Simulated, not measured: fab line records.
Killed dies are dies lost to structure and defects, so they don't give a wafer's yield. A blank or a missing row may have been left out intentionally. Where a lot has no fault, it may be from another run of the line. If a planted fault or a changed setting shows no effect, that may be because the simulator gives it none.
Split-lot experiment / flow n5Finfet / route with 1938 steps; 7 lots, 21 wafers read

== THE SPLIT ==
At N5_BEOL_M8_DESCUM_16 (chemistry O2, time 7.9 s), the setting timeS was moved away from the recipe's 7.9 s on 8 of the 21 wafers read, by -15.4% to +11.0%. This setting was run at the recipe's value on the other wafers.

The split's own step is where the reading is taken.

== THE READING ==
CAR-ArF_of_BEOL_M8_COAT_05.thkNm (the simulator's own value, which no gauge read), in nm, at N5_BEOL_M8_DESCUM_16 (chemistry O2, time 7.9 s). The file gives no usual value for it. Average 83.7 nm, standard deviation 0.19 nm, over the 13 wafers here run with the recipe.

wafer=L079.1; tool, chamber at the split=rieDiel-05, 2; timeS as run, s=6.758; against the recipe=-14.5%; CAR-ArF_of_BEOL_M8_COAT_05.thkNm, nm=84.2; against lot-mates on the recipe=+0.8
wafer=L079.3; tool, chamber at the split=rieDiel-05, 1; timeS as run, s=6.758; against the recipe=-14.5%; CAR-ArF_of_BEOL_M8_COAT_05.thkNm, nm=84; against lot-mates on the recipe=+0.6
wafer=L079.6; tool, chamber at the split=rieDiel-05, 1; timeS as run, s=7.9; against the recipe=recipe; CAR-ArF_of_BEOL_M8_COAT_05.thkNm, nm=83.4; against lot-mates on the recipe=-
wafer=L080.1; tool, chamber at the split=rieDiel-01, 0,2; timeS as run, s=6.847; against the recipe=-13.3%; CAR-ArF_of_BEOL_M8_COAT_05.thkNm, nm=84.2; against lot-mates on the recipe=+0.6
wafer=L080.3; tool, chamber at the split=rieDiel-01, 0,2; timeS as run, s=6.847; against the recipe=-13.3%; CAR-ArF_of_BEOL_M8_COAT_05.thkNm, nm=84.2; against lot-mates on the recipe=+0.6
wafer=L080.5; tool, chamber at the split=rieDiel-01, 3; timeS as run, s=7.9; against the recipe=recipe; CAR-ArF_of_BEOL_M8_COAT_05.thkNm, nm=83.6; against lot-mates on the recipe=-
wafer=L090.2; tool, chamber at the split=rieDiel-05, 0; timeS as run, s=7.9; against the recipe=recipe; CAR-ArF_of_BEOL_M8_COAT_05.thkNm, nm=84; against lot-mates on the recipe=-
wafer=L090.4; tool, chamber at the split=rieDiel-05, 0; timeS as run, s=7.9; against the recipe=recipe; CAR-ArF_of_BEOL_M8_COAT_05.thkNm, nm=84; against lot-mates on the recipe=-
wafer=L090.3; tool, chamber at the split=rieDiel-05, 1; timeS as run, s=7.9; against the recipe=recipe; CAR-ArF_of_BEOL_M8_COAT_05.thkNm, nm=83.8; against lot-mates on the recipe=-
wafer=L093.1; tool, chamber at the split=rieDiel-02, 1,2,0; timeS as run, s=7.9; against the recipe=recipe; CAR-ArF_of_BEOL_M8_COAT_05.thkNm, nm=83.6; against lot-mates on the recipe=-
wafer=L093.2; tool, chamber at the split=rieDiel-02, 1,2,0; timeS as run, s=7.9; against the recipe=recipe; CAR-ArF_of_BEOL_M8_COAT_05.thkNm, nm=83.6; against lot-mates on the recipe=-
wafer=L093.4; tool, chamber at the split=rieDiel-02, 1,2,0; timeS as run, s=7.9; against the recipe=recipe; CAR-ArF_of_BEOL_M8_COAT_05.thkNm, nm=83.6; against lot-mates on the recipe=-
wafer=L095.3; tool, chamber at the split=rieDiel-02, 0; timeS as run, s=7.9; against the recipe=recipe; CAR-ArF_of_BEOL_M8_COAT_05.thkNm, nm=83.6; against lot-mates on the recipe=-
wafer=L095.5; tool, chamber at the split=rieDiel-02, 2; timeS as run, s=7.9; against the recipe=recipe; CAR-ArF_of_BEOL_M8_COAT_05.thkNm, nm=83.8; against lot-mates on the recipe=-
wafer=L095.6; tool, chamber at the split=rieDiel-02, 3; timeS as run, s=6.683; against the recipe=-15.4%; CAR-ArF_of_BEOL_M8_COAT_05.thkNm, nm=84.6; against lot-mates on the recipe=+0.9
wafer=L096.1; tool, chamber at the split=rieDiel-02, 1; timeS as run, s=8.768; against the recipe=+11.0%; CAR-ArF_of_BEOL_M8_COAT_05.thkNm, nm=83.4; against lot-mates on the recipe=-0.4
wafer=L096.3; tool, chamber at the split=rieDiel-02, 3; timeS as run, s=7.9; against the recipe=recipe; CAR-ArF_of_BEOL_M8_COAT_05.thkNm, nm=83.8; against lot-mates on the recipe=-
wafer=L096.5; tool, chamber at the split=rieDiel-02, 0; timeS as run, s=8.768; against the recipe=+11.0%; CAR-ArF_of_BEOL_M8_COAT_05.thkNm, nm=83.2; against lot-mates on the recipe=-0.6
wafer=L097.3; tool, chamber at the split=rieDiel-02, 2; timeS as run, s=7.171; against the recipe=-9.2%; CAR-ArF_of_BEOL_M8_COAT_05.thkNm, nm=84.4; against lot-mates on the recipe=+0.8
wafer=L097.5; tool, chamber at the split=rieDiel-02, 0; timeS as run, s=7.9; against the recipe=recipe; CAR-ArF_of_BEOL_M8_COAT_05.thkNm, nm=83.8; against lot-mates on the recipe=-
wafer=L097.6; tool, chamber at the split=rieDiel-02, 1; timeS as run, s=7.9; against the recipe=recipe; CAR-ArF_of_BEOL_M8_COAT_05.thkNm, nm=83.4; against lot-mates on the recipe=-
The file does not say which wafer passed through which chamber wherever a row lists several chambers: such a row stands for several wafers.

THE FIT
A straight line over all 21 wafers: CAR-ArF_of_BEOL_M8_COAT_05.thkNm changes by -0.04 nm for each +1% of timeS; r = -0.85; the points scatter about the line by 0.2 nm.
The same after taking each lot's own level away (the mean of its wafers on the recipe; 21 wafers): -0.0505 nm for each +1%; r = -0.95; scatter 0.13 nm.
According to that fit, moving timeS by its largest amount changes the reading by 0.78 nm.
From 83.40 to 83.93 nm: that is the span of the lots' own levels, equal to 2.9 times the standard deviation above.
Thus the slope moves with the lot-to-lot level: the two fits are different.
Check: for one of the wafers moved furthest among these (-15.4%), held out of the fit, the line's prediction against its lot-mates is +0.771 nm. Against them it came out at +0.9 nm.

== THE OTHER SPLITS THESE WAFERS WENT THROUGH ==
Before the reading, these wafers also passed through other splits. Each is held against what the fit with the lots' levels taken away leaves over:
other split on the same wafers=N5_BEOL_M6_TRENCH_ETCH_37 timeS; wafers away from the commonest value=11; r with CAR-ArF_of_BEOL_M8_COAT_05.thkNm (lot level and that fit taken away)=-0.15
other split on the same wafers=N5_BEOL_M8_COAT_59 spinRpm; wafers away from the commonest value=4; r with CAR-ArF_of_BEOL_M8_COAT_05.thkNm (lot level and that fit taken away)=+0.32

== FILE'S OWN FIT ==
CAR-ArF_of_BEOL_M8_COAT_05.thkNm changes by -0.0541 nm for each +1% of timeS, r = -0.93.
